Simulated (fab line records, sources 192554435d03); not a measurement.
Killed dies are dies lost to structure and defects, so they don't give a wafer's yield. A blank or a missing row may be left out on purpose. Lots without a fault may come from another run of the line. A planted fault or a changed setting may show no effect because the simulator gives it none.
fab line records | flow n5_finfet
record lots=10 wafers=30 last_day=17
route steps=1938 shown BEOL_M2@906 BEOL_M4@1111 PASSIVATION@1936
lots that met no fault: from a run of the same line without faults
start_h: hours from the record's first day to the start of the lot's first wafer shown | wait_h: hours since the lot's step before | " the same as in the row above | L1.1+2: a row that stands for several wafers | - no value, or no start given | * or withheld: withheld | < > ~ a bound
route shown NAME@n: a module of which the file shows steps, and the number in the route of the first | usual: mean/standard deviation of fault-free wafers | same: alike in all rows | chamber/n: place in a boat | sites: the reading at each site | _std_site: their standard deviation | _edge_site: outer sites' mean less inner sites' | radius_mm: how far each site lies from the wafer's centre | mask NAME#n: copy n | behind: the tool/chamber that last shaped the wafer | hold: why the lot was held/for how many hours/how that ended | device: the transistor (n, p or np) that didn't switch | end of line: the same wafers' tests at the end of the route | a step without rows: its recipe alone | killed: dies lost to structure and defects at the first sort, not the wafer's yield | map: a wafer's dies, x killed, . not, _ none there
set.NAME: the setting as run; set.NAME@STEP: as run at that earlier step | model.NAME: the simulator's own value behind a step, which no gauge read
steps of the route over a sample of lots; a table a step, a row a wafer
services: from which hour (start_h, from the record's first day; less than 0 if before it) a tool's chamber was out of use, for how many hours, and why
## steps
# step N5_BEOL_M2_SPUTTER_79
# recipe material=Cu target_thk_a=45 temp_c=-20 chamber_pressure_pa=0.07 power_w=withheld time_s=8.29
# usual throttle_valve_pct=30.1/1.1
# same time_s=8.29
# columns lot.wafer tool chamber start_h wait_h throttle_valve_pct
L972.2 pvd_sputter-03 - 148.13 0.1 30.8
L972.3 " - " " 31.2
L972.6 " - " " 30.5
L976.2 pvd_sputter-01 - 166.00 0.1 29.5
L976.3 " - " " 30.2
L976.6 " - " " 29.4
L977.1 pvd_sputter-02 - 183.74 0.1 31.1
L977.4 " - " " 26.9
L977.6 " - " " 29.3
L978.1 pvd_sputter-01 - 183.96 0.1 28.9
L978.4 " - " " 30.2
L978.5 " - " " 30.1
L983.3 pvd_sputter-03 - 212.40 0.1 30.0
L983.4 " - " " 30.6
L983.5 " - " " 29.9
L984.3 pvd_sputter-02 - 216.80 0.1 29.3
L984.5 " - " " 31.0
L984.6 " - " " 29.1
L986.1 pvd_sputter-02 - 235.34 0.1 27.3
L986.2 " - " " 29.0
L986.4 " - " " 31.1
L993.3 pvd_sputter-02 - 265.92 0.1 31.4
L993.4 " - " " 27.0
L993.6 " - " " 29.3
L994.2 pvd_sputter-01 - 273.59 0.1 29.8
L994.4 " - " " 29.3
L994.6 " - " " 28.8
L995.3 pvd_sputter-02 - 280.46 0.1 30.8
L995.5 " - " " 27.2
L995.6 " - " " 30.5
# step N5_BEOL_M2_ANNEAL_91
# recipe temp_c=400 time_s=240 ambient=vacuum
# usual heater_power_w=830/76 susceptor_temp_C=399.97/0.22
# same time_s=240
# columns lot.wafer tool chamber start_h wait_h heater_power_w susceptor_temp_C
L972.2 pvd_sputter-03 - 149.09 0.0 831 399.58
L972.3 " - " " 857 399.56
L972.6 " - " " 838 399.57
L976.2 pvd_sputter-01 - 166.96 0.0 784 399.83
L976.3 " - " " 915 399.93
L976.6 " - " " 909 400.14
L977.1 pvd_sputter-02 - 184.70 0.0 934 399.96
L977.4 " - " " 1022 400.34
L977.6 " - " " 832 399.99
L978.1 pvd_sputter-01 - 184.92 0.0 748 399.50
L978.4 " - " " 900 399.76
L978.5 " - " " 898 399.82
L983.3 pvd_sputter-03 - 213.36 0.0 816 399.61
L983.4 " - " " 843 399.86
L983.5 " - " " 832 400.37
L984.3 pvd_sputter-02 - 217.76 0.0 830 399.94
L984.5 " - " " 954 399.71
L984.6 " - " " 815 400.17
L986.1 pvd_sputter-02 - 236.30 0.0 997 399.66
L986.2 " - " " 844 399.89
L986.4 " - " " 948 400.23
L993.3 pvd_sputter-02 - 266.88 0.0 949 399.99
L993.4 " - " " 1023 399.97
L993.6 " - " " 815 400.24
L994.2 pvd_sputter-01 - 274.55 0.0 804 399.79
L994.4 " - " " 911 399.83
L994.6 " - " " 752 400.06
L995.3 pvd_sputter-02 - 281.42 0.0 683 399.94
L995.5 " - " " 1030 399.55
L995.6 " - " " 684 400.01
# step N5_BEOL_M2_ANNEAL_93
# recipe temp_c=400 time_s=240 ambient=vacuum
# usual heater_power_w=831/77 susceptor_temp_C=400.02/0.24 time_s=240/0
# columns lot.wafer tool chamber start_h wait_h heater_power_w susceptor_temp_C time_s
L972.2 pvd_sputter-03 - 149.31 0.0 838 400.03 240
L972.3 " - " " 847 400.13 240
L972.6 " - " " 847 399.95 240
L976.2 pvd_sputter-01 - 167.18 0.0 791 400.11 240
L976.3 " - " " 911 399.78 240
L976.6 " - " " 914 399.66 240
L977.1 pvd_sputter-02 - 184.92 0.0 951 400.22 240
L977.4 " - " " 991 399.95 240
L977.6 " - " " 814 399.81 240
L978.1 pvd_sputter-01 - 185.14 0.0 737 400.34 240
L978.4 " - " " 879 400.21 240
L978.5 " - " " 871 399.97 240
L983.3 pvd_sputter-03 - 213.58 0.0 - - -
L983.4 " - " " - - -
L983.5 " - " " - - -
L984.3 pvd_sputter-02 - 217.98 0.0 - - -
L984.5 " - " " - - -
L984.6 " - " " - - -
L986.1 pvd_sputter-02 - 236.52 0.0 - - -
L986.2 " - " " - - -
L986.4 " - " " - - -
L993.3 pvd_sputter-02 - 267.10 0.0 936 399.92 240
L993.4 " - " " 1041 400.04 240
L993.6 " - " " 843 400.36 240
L994.2 pvd_sputter-01 - 274.77 0.0 787 399.98 240
L994.4 " - " " 928 400.06 240
L994.6 " - " " 748 400.07 240
L995.3 pvd_sputter-02 - 281.64 0.0 680 399.80 240
L995.5 " - " " 1011 399.86 240
L995.6 " - " " 659 399.83 240
# step N5_BEOL_M2_ANNEAL_51
# recipe temp_c=225 time_s=90 ambient=N2
# usual anneal_temp_c=224.95/0.18 anneal_temp_c_max=225.74/0.26 wafer_temp_C_max=226.4/0.3
# same time_s=90
# columns lot.wafer tool chamber start_h wait_h anneal_temp_c anneal_temp_c_max wafer_temp_C_max
L972.2 rtp_anneal-02 0 149.91 0.1 225.18 225.91 226.0
L972.3 " 0 " " 225.16 225.86 226.1
L972.6 " 0 " " 225.26 225.80 226.4
L976.2 rtp_anneal-01 0 167.79 0.1 225.21 225.96 226.8
L976.3 " 0 " " 225.08 225.92 226.9
L976.6 " 0 " " 224.94 225.78 226.3
L977.1 rtp_anneal-02 0 185.48 0.1 224.90 225.62 226.0
L977.4 " 0 " " 225.15 225.76 226.3
L977.6 " 0 " " 225.14 225.69 225.8
L978.1 rtp_anneal-02 0 185.75 0.1 224.81 225.39 225.9
L978.4 " 0 " " 224.73 225.54 226.1
L978.5 " 0 " " 224.81 225.37 226.4
L983.3 rtp_anneal-02 0 214.23 0.1 224.84 225.40 226.5
L983.4 " 0 " " 224.68 225.26 226.5
L983.5 " 0 " " 224.80 225.45 226.0
L984.3 rtp_anneal-02 0 218.62 0.1 225.03 225.43 226.2
L984.5 " 0 " " 225.07 225.67 226.6
L984.6 " 0 " " 224.94 225.62 226.2
L986.1 rtp_anneal-01 0 237.08 0.1 225.39 226.15 226.4
L986.2 " 0 " " 225.25 225.98 226.6
L986.4 " 0 " " 225.21 226.03 226.7
L993.3 rtp_anneal-01 0 267.86 0.2 225.06 226.07 226.5
L993.4 " 0 " " 224.83 225.75 227.0
L993.6 " 0 " " 224.96 226.06 226.8
L994.2 rtp_anneal-01 0 275.37 0.1 224.85 225.58 227.2
L994.4 " 0 " " 225.06 226.04 226.2
L994.6 " 0 " " 224.93 226.01 226.2
L995.3 rtp_anneal-02 0 282.28 0.1 224.91 225.65 226.5
L995.5 " 0 " " 224.86 225.72 226.2
L995.6 " 0 " " 224.88 225.70 226.5
# step N5_BEOL_M4_RC_MEAS_101
# usual DIBL_N=37.2/1.9 DIBL_P=37.3/2.2 IOFF_N=0.18/0.038 IOFF_P=0.22/0.039 ION_N=678/11 ION_P=462/6.9 SS_N=71.8/0.68 SS_P=73.5/0.65 VT_N=249/3.4 VT_P=-250/3.2
# columns lot.wafer tool chamber start_h wait_h DIBL_N[mV/V] DIBL_P[mV/V] IOFF_N[nA/um] IOFF_P[nA/um] ION_N[uA/um] ION_P[uA/um] SS_N[mV/dec] SS_P[mV/dec] VT_N[mV] VT_P[mV]
L972.2 prober-01 0 178.96 0.2 39.7 40.5 0.22 0.25 690 461 72.7 73.3 246 -250
L972.3 " 0 " " 36.8 36.0 0.15 0.18 654 450 71.7 73.0 254 -252
L972.6 " 0 " " 35.2 35.4 0.14 0.17 673 455 72.3 72.4 251 -254
L976.2 prober-01 0 193.07 0.2 40.0 41.2 0.26 0.27 691 465 73.4 74.2 246 -250
L976.3 " 0 " " 39.1 40.7 0.24 0.27 691 464 72.2 73.8 245 -249
L976.6 " 0 " " 39.4 40.5 0.25 0.26 693 459 71.5 74.7 247 -249
L977.1 prober-01 0 209.26 0.0 37.4 40.0 0.20 0.25 686 475 72.4 73.3 244 -247
L977.4 " 0 " " 36.9 38.2 0.19 0.23 676 465 72.2 74.3 249 -250
L977.6 " 0 " " 35.6 36.7 0.16 0.20 679 457 71.0 73.1 251 -250
L978.1 prober-01 0 212.36 0.0 35.6 35.4 0.15 0.22 672 471 70.9 73.2 252 -246
L978.4 " 0 " " 35.2 34.8 0.15 0.21 685 475 71.3 72.8 249 -247
L978.5 " 0 " " 36.8 37.2 0.17 0.24 679 474 70.8 73.7 248 -247
L983.3 prober-01 0 246.02 0.3 38.0 38.1 0.18 0.26 671 472 71.6 73.5 247 -246
L983.4 " 0 " " 33.4 33.2 0.11 0.19 660 463 70.6 72.5 254 -251
L983.5 " 0 " " 35.4 34.7 0.14 0.20 677 464 70.8 72.5 252 -247
L984.3 prober-01 0 251.01 0.3 39.5 39.7 0.22 0.22 687 455 71.6 74.3 245 -256
L984.5 " 0 " " 37.4 37.8 0.18 0.20 682 457 72.3 73.8 249 -253
L984.6 " 0 " " 37.2 36.9 0.17 0.18 677 448 72.1 73.4 251 -255
L986.1 prober-01 0 264.34 0.0 40.5 39.0 0.22 0.26 682 466 72.9 73.8 247 -248
L986.2 " 0 " " 38.5 37.2 0.19 0.23 686 472 70.8 73.6 245 -249
L986.4 " 0 " " 37.3 35.0 0.15 0.20 665 460 70.8 72.8 253 -251
L993.3 prober-02 0 300.65 0.3 36.7 38.0 0.19 0.22 684 462 71.4 73.8 247 -250
L993.4 " 0 " " 37.6 39.6 0.22 0.26 690 462 72.2 73.6 247 -249
L993.6 " 0 " " 36.4 37.7 0.18 0.22 685 462 72.3 73.1 248 -250
L994.2 prober-01 0 301.36 0.2 37.2 40.0 0.18 0.22 668 452 72.0 74.4 250 -251
L994.4 " 0 " " 37.0 39.2 0.17 0.20 673 461 72.1 73.6 250 -255
L994.6 " 0 " " 35.9 37.1 0.14 0.17 655 445 72.4 73.8 254 -255
L995.3 prober-02 0 310.43 0.3 35.6 36.9 0.16 0.19 669 460 71.8 73.2 251 -253
L995.5 " 0 " " 33.3 32.9 0.11 0.15 655 453 71.8 73.2 257 -255
L995.6 " 0 " " 37.0 37.7 0.18 0.22 678 459 72.6 73.6 248 -250
# step N5_PASSIVATION_PROBE_49
# usual defect_limited_yield=91.2/1.6 killed_at_M0_to_M3=31/10 killed_at_M4_up=14/4.4 killed_at_contacts=13/6 killed_at_front_end=43/13 killed_at_other=3.5/2.6 killed_dies=104/18 killed_open=68/14 killed_short=34/8.1 sort_bin_4_leakage=0.01/0.073 sort_bin_5_function=5.1/1.1 sort_bin_6_memory=3.3/0.68 sort_n_pass=1076/18 sort_yield_pct=91.2/1.6
# same gross_dies=1180 killed_at_back_side=0 sort_bin_8_speed[%]=0
# columns lot.wafer tool chamber start_h wait_h defect_limited_yield[%] killed_at_M0_to_M3 killed_at_M4_up killed_at_contacts killed_at_front_end killed_at_other killed_dies killed_open killed_short sort_bin_4_leakage[%] sort_bin_5_function[%] sort_bin_6_memory[%] sort_n_pass sort_yield_pct[%]
L984.3 prober-02 - 351.35 0.1 91.6 21 10 19 42 7 99 67 32 0.08 5.0 3.2 1080 91.5
L986.1 prober-01 - 368.08 0.0 90.8 35 11 14 47 1 108 70 37 0 5.3 3.3 1072 90.8
L986.2 prober-01 - 368.13 0.1 93.9 24 10 9 27 2 72 50 22 0 3.4 2.5 1108 93.9
L986.4 prober-01 - 368.23 0.2 91.2 20 15 17 49 3 104 67 36 0 5.3 3.1 1076 91.2
# killed by level:class
L984.3 FIN_SAQP:geometric_particle:open=17 MOL_CONTACT_COAG:geometric_particle:open=16 FIN_SAQP:geometric_particle:short=6 DUMMY_GATE:geometric_particle:open=6 BEOL_M1:geometric_particle:short=4 BEOL_M2:geometric_particle:short=4 MIM_TOP:geometric_particle:short=4 GATE_CUT:geometric_particle:short=3
L986.1 BEOL_M2:geometric_particle:open=13 MOL_CONTACT_COAG:geometric_particle:open=12 STI_FIN_REVEAL:geometric_particle:open=9 BEOL_M0_SAQP:geometric_particle:short=9 GATE_CUT:geometric_particle:short=8 FIN_SAQP:geometric_particle:short=6 BEOL_M3:geometric_particle:open=6 DUMMY_GATE:geometric_particle:open=5
L986.2 BEOL_M2:geometric_particle:open=7 MOL_CONTACT_COAG:geometric_particle:open=7 BEOL_M4:geometric_particle:open=6 DUMMY_GATE:geometric_particle:open=5 BEOL_M0_SAQP:geometric_particle:open=4 BEOL_M3:geometric_particle:open=4 DUMMY_GATE:geometric_particle:short=3 BEOL_M1:geometric_particle:open=3
L986.4 MOL_CONTACT_COAG:geometric_particle:open=13 STI_FIN_REVEAL:geometric_particle:open=11 BEOL_M2:geometric_particle:open=7 BEOL_M0_SAQP:geometric_particle:short=6 BEOL_M4:geometric_particle:open=6 FIN_SAQP:geometric_particle:open=5 GATE_CUT:geometric_particle:open=5 STARTING-WAFER:geometric_particle:short=4
## services
# columns tool chamber start_h hours kind
pvd_sputter-02 - 156.98 2.5 repair
pvd_sputter-01 - 254.97 2.7 repair
## key
first_sign step=N5_BEOL_M2_ANNEAL_93 reading=tool_record direction=missing
effect none on later readings
met_at N5_BEOL_M2_ANNEAL_93
struck_lots L983,L984,L986
not_acting_at N5_BEOL_M2_SPUTTER_79,N5_BEOL_M2_ANNEAL_91,N5_BEOL_M2_ANNEAL_51
onset_between 184.92 213.58
fault kind=skipped_step_whole tool=pvd_sputter-02,pvd_sputter-03 chamber=- onset_h=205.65 steps=N5_BEOL_M2_ANNEAL_93 scope=struck_lots_only
